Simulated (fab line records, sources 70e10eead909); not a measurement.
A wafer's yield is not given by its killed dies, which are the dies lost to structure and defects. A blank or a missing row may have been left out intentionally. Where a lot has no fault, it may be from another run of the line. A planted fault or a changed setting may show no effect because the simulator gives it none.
Matching of chambers / flow nandHarc / NHARC_A_CHANNEL_FILL_D1_ALD_14 on aldHk-04: 4 sister chambers
The step deposits SiO2, target thk 2.5 nm, pulse time 10 s, ald cycles 25. 18 wafers are shown with their chamber, then 9 later ones without.

## WAFERS WITH THEIR CHAMBER
wafer=L074.2; chamber=0; heaterPowerW (W)=414; precursorPulseHeightRel=0.986
wafer=L074.5; chamber=1; heaterPowerW (W)=496; precursorPulseHeightRel=0.963
wafer=L074.6; chamber=0; heaterPowerW (W)=413; precursorPulseHeightRel=0.986
wafer=L075.1; chamber=1; heaterPowerW (W)=492; precursorPulseHeightRel=1.014
wafer=L075.3; chamber=0; heaterPowerW (W)=420; precursorPulseHeightRel=0.993
wafer=L075.5; chamber=3; heaterPowerW (W)=409; precursorPulseHeightRel=0.983
wafer=L077.2; chamber=3; heaterPowerW (W)=419; precursorPulseHeightRel=0.997
wafer=L077.3; chamber=1; heaterPowerW (W)=504; precursorPulseHeightRel=0.983
wafer=L077.6; chamber=0; heaterPowerW (W)=411; precursorPulseHeightRel=0.987
wafer=L084.3; chamber=2; heaterPowerW (W)=426; precursorPulseHeightRel=0.995
wafer=L084.4; chamber=3; heaterPowerW (W)=424; precursorPulseHeightRel=0.987
wafer=L084.5; chamber=3; heaterPowerW (W)=420; precursorPulseHeightRel=1.004
wafer=L087.3; chamber=2; heaterPowerW (W)=417; precursorPulseHeightRel=0.990
wafer=L087.5; chamber=0; heaterPowerW (W)=435; precursorPulseHeightRel=1.015
wafer=L087.6; chamber=1; heaterPowerW (W)=474; precursorPulseHeightRel=0.964
wafer=L092.2; chamber=3; heaterPowerW (W)=421; precursorPulseHeightRel=0.996
wafer=L092.5; chamber=1; heaterPowerW (W)=482; precursorPulseHeightRel=0.986
wafer=L092.6; chamber=0; heaterPowerW (W)=456; precursorPulseHeightRel=0.996

SIGNATURES (averages over the wafers above)
reading=heaterPowerW; chamber 0=424.83; chamber 1=489.60; chamber 2=421.50; chamber 3=418.60; scatter within a chamber=12.7
reading=precursorPulseHeightRel; chamber 0=0.99383; chamber 1=0.98200; chamber 2=0.99250; chamber 3=0.99340; scatter within a chamber=0.0137
Rule: for each reading, subtract the chamber's mean from the wafer's reading, divide by that reading's scatter and square the result; add these up over the readings and take the root, which gives the wafer's distance from the chamber. The wafer belongs to the nearest chamber; if the next one is less than 2 further off, it can't be placed. How the scatter is found: for the shown wafers, subtract from each reading the mean of its chamber, square and add these, divide the total by (wafers less chambers), then take the root.

## WAFERS MISSING THEIR CHAMBER
wafer=L093.1; heaterPowerW (W)=456; precursorPulseHeightRel=1.025
wafer=L093.2; heaterPowerW (W)=476; precursorPulseHeightRel=1.013
wafer=L093.4; heaterPowerW (W)=428; precursorPulseHeightRel=0.996
wafer=L094.2; heaterPowerW (W)=452; precursorPulseHeightRel=1.021
wafer=L094.4; heaterPowerW (W)=421; precursorPulseHeightRel=0.969
wafer=L094.5; heaterPowerW (W)=419; precursorPulseHeightRel=1.026
wafer=L096.2; heaterPowerW (W)=481; precursorPulseHeightRel=1.008
wafer=L096.3; heaterPowerW (W)=451; precursorPulseHeightRel=1.004
wafer=L096.5; heaterPowerW (W)=444; precursorPulseHeightRel=1.041

## EACH ONE'S CHAMBER
wafer=L093.1; from the rows above=can't be placed: 0 or 2 or 3 or 1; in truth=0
wafer=L093.2; from the rows above=can't be placed: 1 or 0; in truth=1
wafer=L093.4; from the rows above=can't be placed: 0 or 2 or 3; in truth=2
wafer=L094.2; from the rows above=can't be placed: 0 or 2 or 3 or 1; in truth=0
wafer=L094.4; from the rows above=can't be placed: 2 or 3 or 0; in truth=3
wafer=L094.5; from the rows above=can't be placed: 3 or 0 or 2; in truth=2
wafer=L096.2; from the rows above=1; in truth=1
wafer=L096.3; from the rows above=can't be placed: 0 or 2 or 3 or 1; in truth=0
wafer=L096.5; from the rows above=can't be placed: 0 or 2 or 3 or 1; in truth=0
1 of 9 placed correctly. Unplaceable from these rows: 8, with the true chamber sitting among the candidates in 8. Wrongly placed: 0.
